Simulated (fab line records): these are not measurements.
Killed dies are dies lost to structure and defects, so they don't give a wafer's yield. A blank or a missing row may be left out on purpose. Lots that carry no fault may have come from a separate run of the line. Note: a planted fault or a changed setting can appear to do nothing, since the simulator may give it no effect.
Matching of chambers	flow n5_finfet	N5_BEOL_M10_STRIP_67 on rie_diel-02: 4 sister chambers
The step strips in CF4. 4 wafers are shown with their chamber, then 9 later ones without.

## EACH WAFER AND ITS CHAMBER
wafer	chamber	drypump_motor_current_A (A)
L083.6	2	4.9
L087.3	0	6.2
L087.4	3	5.8
L087.6	1	5.6

## WAFERS WITHOUT THEIR CHAMBER
wafer	drypump_motor_current_A (A)
L091.1	6.2
L091.3	5.7
L091.4	6.3
L079.1	5.8
L079.2	6.2
L079.6	6.2
L095.1	5.8
L095.4	5.7
L095.6	5.8

## THE CHAMBER EACH PASSED THROUGH
wafer	from the rows above	in truth
L091.1	0	0
L091.3	can't be placed: 3 or 1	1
L091.4	0	0
L079.1	3	3
L079.2	0	0
L079.6	0	0
L095.1	3	3
L095.4	can't be placed: 3 or 1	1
L095.6	3	3
Placed correctly: 7 of 9. Cannot be placed on the basis of these rows: 2; the candidates contain the true chamber in 2. 0 placed wrongly.
How it was worked out, from the rows above alone: a wafer's distance from a chamber is the root of the sum, over the readings, of the square of ((its reading less the chamber's mean) divided by the reading's scatter). If the next closest chamber is less than 2 further off than the closest, the wafer can't be placed; otherwise it belongs to the closest. The mean given for a chamber averages the wafers shown for that chamber. The scatter: with one shown wafer a chamber, the root of the mean of the squares of how far each hidden wafer lies from its nearest shown one.
